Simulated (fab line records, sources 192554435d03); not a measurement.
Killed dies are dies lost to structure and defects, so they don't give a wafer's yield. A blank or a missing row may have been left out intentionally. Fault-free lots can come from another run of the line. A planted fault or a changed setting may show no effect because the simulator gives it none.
Which tool is to blame?	flow n5-finfet	Sampling: 11 lots, 31 wafers, 4 of 1938 route steps

WHAT EACH GAUGE READ, for each wafer
Not one reading of a measure or inspect step in the record can be checked against a usual standard deviation.

TOOL THAT RAN EACH LOT (tool first, then ch and the chambers of the sampled wafers, then the start)
lot	N5_HKMG_FIN_ALD_36	N5_HKMG_FIN_DESCUM_17	N5_HKMG_FIN_ETCH_32	N5_HKMG_FIN_STRIP_89
L656	ald-metal-01 ch 0,2,3, day 5 02:26	rie-diel-06 ch 1,2, day 5 03:33	rie-diel-06 ch 1,2, day 5 03:38	rie-diel-03 ch 0,2, day 5 04:55
L658	ald-metal-01 ch 1,2,3, day 5 15:00	rie-diel-03 ch 0,2,3, day 5 16:29	rie-diel-03 ch 0,2,3, day 5 16:34	rie-diel-06 ch 0,2,3, day 5 17:52
L659	ald-metal-03 ch 0,2,3, day 5 23:37	rie-diel-06 ch 0,1, day 6 00:53	rie-diel-06 ch 0,1, day 6 00:58	rie-diel-03 ch 0,2,3, day 6 02:16
L661	ald-metal-01 ch 2,3, day 6 14:04	rie-diel-06 ch 1,3, day 6 15:11	rie-diel-06 ch 1,3, day 6 15:16	rie-diel-03 ch 0,3, day 6 16:34
L662	ald-metal-01 ch 0,1,2, day 7 02:05	rie-diel-03 ch 1,2, day 7 03:27	rie-diel-03 ch 1,2, day 7 03:32	rie-diel-01 ch 0,3, day 7 04:53
L668	ald-metal-01 ch 0,2,3, day 8 04:38	rie-diel-06 ch 0,1, day 8 05:52	rie-diel-06 ch 0,1, day 8 05:58	rie-diel-06 ch 0,1,2, day 8 07:22
L670	ald-metal-01 ch 0,2, day 8 12:14	rie-diel-01 ch 0,1, day 8 13:21	rie-diel-01 ch 0,1, day 8 13:26	rie-diel-03 ch 2,3, day 8 14:44
L669	ald-metal-01 ch 0,1,3, day 8 16:04	rie-diel-06 ch 0,2,3, day 8 17:18	rie-diel-06 ch 0,2,3, day 8 17:23	rie-diel-01 ch 0,1,3, day 8 18:41
L673	ald-metal-03 ch 0,1,2, day 9 07:54	rie-diel-01 ch 0,1,2, day 9 09:08	rie-diel-01 ch 0,1,2, day 9 09:14	rie-diel-03 ch 0,1,2, day 9 10:31
L674	ald-metal-01 ch 2,3, day 9 17:44	rie-diel-01 ch 0,2, day 9 18:55	rie-diel-01 ch 0,2, day 9 19:01	rie-diel-01 ch 1,2, day 9 20:20
L675	ald-metal-01 ch 0,1,2, day 9 23:14	rie-diel-01 ch 1,3, day 10 00:20	rie-diel-01 ch 1,3, day 10 00:26	rie-diel-03 ch 0,1,3, day 10 01:44
- N5_HKMG_FIN_ALD_36: deposits TiN, target thk 1 nm, pulse time 1 s, purge time 3 s.
- N5_HKMG_FIN_DESCUM_17: chemistry O2, time 7.9 s.
- N5_HKMG_FIN_ETCH_32: etches SOC in N2/H2, target depth 240 nm, time 300 s.
- N5_HKMG_FIN_STRIP_89: strips SOC in N2/H2, time 20 s.

WHAT THE TOOLS THEMSELVES READ (means of the sampled wafers that have a number; where no wafer has one, the mark that the record gives instead)
N5_HKMG_FIN_ALD_36. Usual: heater-power-w 873 W, standard deviation 68; precursor-pulse-height-rel 0.998, standard deviation 0.019.
lot	tool	heater-power-w (W)	precursor-pulse-height-rel	flag
L656	ald-metal-01	852	0.985	
L658	ald-metal-01	913	1.007	
L659	ald-metal-03	774	0.995	
L661	ald-metal-01	914	0.978	
L662	ald-metal-01	900	1.025	
L668	ald-metal-01	873	1.001	
L670	ald-metal-01	902	1.001	
L669	ald-metal-01	857	0.997	
L673	ald-metal-03	832	0.985	
L674	ald-metal-01	880	1.010	
L675	ald-metal-01	888	0.994	

N5_HKMG_FIN_DESCUM_17. Usual: drypump-motor-current-A 5.9 A, standard deviation 0.42; oes-product-au 0.79 a.u., standard deviation 0.075; rf-vpp-V 243.3 V, standard deviation 1.1; showerhead-plenum-p-Torr 2.10 Torr, standard deviation 0.062; throttle-valve-pct 20.4 %, standard deviation 0.33.
lot	tool	drypump-motor-current-A (A)	oes-product-au (a.u.)	rf-vpp-V (V)	showerhead-plenum-p-Torr (Torr)	throttle-valve-pct (%)	flag
L656	rie-diel-06	5.8	0.75	243.2	2.10	20.4	
L658	rie-diel-03	5.9	0.79	242.6	2.07	20.3	
L659	rie-diel-06	6.2	0.75	244.7	2.16	20.5	
L661	rie-diel-06	5.9	0.80	244.1	2.13	20.4	
L662	rie-diel-03	5.4	0.77	242.9	2.08	20.2	
L668	rie-diel-06	6.2	0.75	243.4	2.15	20.5	
L670	rie-diel-01	6.1	0.74	242.5	2.05	20.4	
L669	rie-diel-06	5.5	0.79	243.3	2.14	20.4	
L673	rie-diel-01	6.2	0.80	243.1	2.10	20.5	
L674	rie-diel-01	6.3	0.83	244.5	2.16	20.6	
L675	rie-diel-01	6.1	0.70	242.3	2.05	20.8	

N5_HKMG_FIN_ETCH_32. Usual: bias-w 150.0 W, standard deviation 0.46; drypump-motor-current-A 5.9 A, standard deviation 0.42; oes-product-au 0.77 a.u., standard deviation 0.069; rf-fwd-power-W 838.1 W, standard deviation 2.3; rf-vpp-V 524.2 V, standard deviation 2; showerhead-plenum-p-Torr 2.55 Torr, standard deviation 0.072; throttle-valve-pct 17.83 %, standard deviation 0.23.
lot	tool	bias-w (W)	drypump-motor-current-A (A)	oes-product-au (a.u.)	rf-fwd-power-W (W)	rf-vpp-V (V)	showerhead-plenum-p-Torr (Torr)	throttle-valve-pct (%)	flag
L656	rie-diel-06	150.3	5.8	0.73	839.8	524.5	2.58	17.89	
L658	rie-diel-03	149.4	5.9	0.78	838.9	523.8	2.51	17.69	
L659	rie-diel-06	150.2	6.2	0.74	840.2	526.2	2.63	18.00	
L661	rie-diel-06	150.2	5.9	0.78	836.1	526.4	2.60	17.95	
L662	rie-diel-03	150.0	5.4	0.75	835.7	524.8	2.57	17.83	
L668	rie-diel-06	149.7	6.3	0.48	332.6	706.5	2.63	17.99	OFF
L670	rie-diel-01	149.7	6.2	0.72	838.7	522.7	2.48	17.73	
L669	rie-diel-06	150.4	5.5	0.52	334.1	704.3	2.58	17.69	OFF
L673	rie-diel-01	150.0	6.2	0.77	836.9	524.8	2.54	17.82	
L674	rie-diel-01	150.3	6.3	0.81	836.2	527.1	2.62	17.92	
L675	rie-diel-01	149.7	6.1	0.72	839.2	521.3	2.47	18.04	

N5_HKMG_FIN_STRIP_89. Usual: drypump-motor-current-A 6.0 A, standard deviation 0.42; oes-product-au 0.77 a.u., standard deviation 0.066; rf-vpp-V 54.2 V, standard deviation 0.83; showerhead-plenum-p-Torr 3.36 Torr, standard deviation 0.09; throttle-valve-pct 18.92 %, standard deviation 0.29.
lot	tool	drypump-motor-current-A (A)	oes-product-au (a.u.)	rf-vpp-V (V)	showerhead-plenum-p-Torr (Torr)	throttle-valve-pct (%)	flag
L656	rie-diel-03	5.6	0.74	54.6	3.37	18.95	
L658	rie-diel-06	5.5	0.81	54.0	3.43	18.72	
L659	rie-diel-03	5.9	0.78	54.6	3.32	18.84	
L661	rie-diel-03	6.2	0.80	54.5	3.29	18.79	
L662	rie-diel-01	6.3	0.74	54.0	3.38	19.30	
L668	rie-diel-06	5.9	0.74	54.0	3.43	18.97	
L670	rie-diel-03	6.0	0.79	54.1	3.30	18.72	
L669	rie-diel-01	6.2	0.73	52.7	3.33	19.09	
L673	rie-diel-03	5.7	0.75	54.0	3.36	18.99	
L674	rie-diel-01	6.1	0.79	54.4	3.30	18.77	
L675	rie-diel-03	6.0	0.78	54.4	3.32	18.86	

THE ANSWER, worked out from the rows above alone
Rule: take the mean of a lot's wafers that have a number; if it is more than 3 standard deviations from the usual mean, the lot is off. Also off: a lot with no number at a reading for which 4 or more lots have one. The other lots that the step has rows for count as sound. The gauges are gone through in route order, then the tools' own readings, and for those a lot's mean is taken as printed above. At the first step where some lot is off, the reading lying furthest off is the one used; lots without a number count as furthest.
Off at N5_HKMG_FIN_ETCH_32 (rf-fwd-power-W): L668, L669.
A tool fits if, at that step or a process step before it, it ran every lot that is off, and no sound lot after the first of them. One fits: rie-diel-06 at N5_HKMG_FIN_DESCUM_17 and N5_HKMG_FIN_ETCH_32. At N5_HKMG_FIN_DESCUM_17 its last sound lot is L661 (day 6 15:11), its first lot that is off L668 (day 8 05:52): a fault that began between those two fits.

WHAT THE SIMULATOR HAD INSERTED
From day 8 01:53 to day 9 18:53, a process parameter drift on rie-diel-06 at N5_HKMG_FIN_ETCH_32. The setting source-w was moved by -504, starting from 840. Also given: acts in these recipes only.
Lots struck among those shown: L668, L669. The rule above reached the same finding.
